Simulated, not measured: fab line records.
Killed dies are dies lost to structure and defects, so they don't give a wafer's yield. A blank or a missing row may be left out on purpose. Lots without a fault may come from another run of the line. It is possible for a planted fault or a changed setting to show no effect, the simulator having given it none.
Which tool was responsible? :: flow n5_finfet :: 24 wafers from 8 lots sampled at 4 of the route's 1938 steps

== WHAT THE GAUGES READ, wafer by wafer ==
N5_BEOL_M3_OCD_MEAS_38.
lot: L888
measured: day 7 19:32
on: ocd-02
trench_depth_nm (nm): 56.4 55.4 55.4

lot: L895
measured: day 9 10:04
on: ocd-01
trench_depth_nm (nm): 0.1 0 0.1

lot: L896
measured: day 9 21:23
on: ocd-02
trench_depth_nm (nm): 0 0 0.1

lot: L901
measured: day 10 21:25
on: ocd-01
trench_depth_nm (nm): 55.3 54.3 55.3

lot: L905
measured: day 11 20:43
on: ocd-01
trench_depth_nm (nm): 54.1 55.7 54.8

lot: L904
measured: day 11 23:29
on: ocd-01
trench_depth_nm (nm): 55.3 55.2 54.6

lot: L906
measured: day 12 02:54
on: ocd-01
trench_depth_nm (nm): 55.9 53.8 55.7

lot: L909
measured: day 12 20:11
on: ocd-01
trench_depth_nm (nm): 55.0 54.9 54.6

== WHICH TOOL RAN EACH LOT (tool, then ch and the chambers of the sampled wafers, then the start) ==
lot: L888
N5_BEOL_M3_ETCH_69: rie_diel-02 ch 2,3, day 7 17:30
N5_BEOL_M3_STRIP_36: rie_diel-01 ch 1,2,3, day 7 19:21
N5_BEOL_M3_TRENCH_ETCH_37: rie_diel-01 ch 1,2,3, day 7 19:23

lot: L895
N5_BEOL_M3_ETCH_69: rie_diel-01 ch 0,1,3, day 9 09:18
N5_BEOL_M3_STRIP_36: rie_diel-06 ch 0,1,2, day 9 09:53
N5_BEOL_M3_TRENCH_ETCH_37: rie_diel-06 ch 0,1,2, day 9 09:55

lot: L896
N5_BEOL_M3_ETCH_69: rie_diel-02 ch 1,2, day 9 17:41
N5_BEOL_M3_STRIP_36: rie_diel-01 ch 0,1,2, day 9 21:12
N5_BEOL_M3_TRENCH_ETCH_37: rie_diel-01 ch 0,1,2, day 9 21:14

lot: L901
N5_BEOL_M3_ETCH_69: rie_diel-02 ch 0,1,3, day 10 19:08
N5_BEOL_M3_STRIP_36: rie_diel-06 ch 0,1,2, day 10 21:13
N5_BEOL_M3_TRENCH_ETCH_37: rie_diel-06 ch 0,1,2, day 10 21:16

lot: L905
N5_BEOL_M3_ETCH_69: rie_diel-02 ch 0,2,3, day 11 15:36
N5_BEOL_M3_STRIP_36: rie_diel-06 ch 0,2, day 11 20:31
N5_BEOL_M3_TRENCH_ETCH_37: rie_diel-06 ch 0,2, day 11 20:33

lot: L904
N5_BEOL_M3_ETCH_69: rie_diel-02 ch 2,3, day 11 17:20
N5_BEOL_M3_STRIP_36: rie_diel-01 ch 1,2, day 11 23:18
N5_BEOL_M3_TRENCH_ETCH_37: rie_diel-01 ch 1,2, day 11 23:20

lot: L906
N5_BEOL_M3_ETCH_69: rie_diel-01 ch 0,2, day 11 17:30
N5_BEOL_M3_STRIP_36: rie_diel-06 ch 0,2, day 12 02:42
N5_BEOL_M3_TRENCH_ETCH_37: rie_diel-06 ch 0,2, day 12 02:44

lot: L909
N5_BEOL_M3_ETCH_69: rie_diel-02 ch 2,3, day 12 18:50
N5_BEOL_M3_STRIP_36: rie_diel-01 ch 0,2, day 12 19:59
N5_BEOL_M3_TRENCH_ETCH_37: rie_diel-01 ch 0,2, day 12 20:02
- N5_BEOL_M3_ETCH_69: etches SiARC in CF4, target depth 15.6 nm, time 26 s.
- N5_BEOL_M3_STRIP_36: strips in N2/H2.
- N5_BEOL_M3_TRENCH_ETCH_37: etches SiOC in C4F6/O2, target depth 55.555 nm, time 29.2 s.

== THE ANSWER, worked out from the rows above alone ==
Rule: the lots themselves supply what counts as usual. Put in order of their means at a reading, lots are off if they are a third of the lots or fewer, leave a main group of 4 or more, and stand apart from it by a gap of 3 or more times the standard deviation of the main group's means; of several such gaps the widest counts. A main group whose means are all the same, to the digits that the tables above print for the reading, isn't used. Also off: a lot with no number at a reading for which 4 or more lots have one. Any other lot the step has rows for is counted as sound.
Off: L895, L896 (N5_BEOL_M3_OCD_MEAS_38, trench_depth_nm). The main group: mean 55.1 nm, standard deviation 0.3.
A tool fits if, at a process step before that reading, it ran every lot that is off, and no sound lot after the first of them. Those tools and the gauges at N5_BEOL_M3_OCD_MEAS_38 are tried in the same way. Of those tried, none fits.

== WHAT THE SIMULATOR HAD INSERTED ==
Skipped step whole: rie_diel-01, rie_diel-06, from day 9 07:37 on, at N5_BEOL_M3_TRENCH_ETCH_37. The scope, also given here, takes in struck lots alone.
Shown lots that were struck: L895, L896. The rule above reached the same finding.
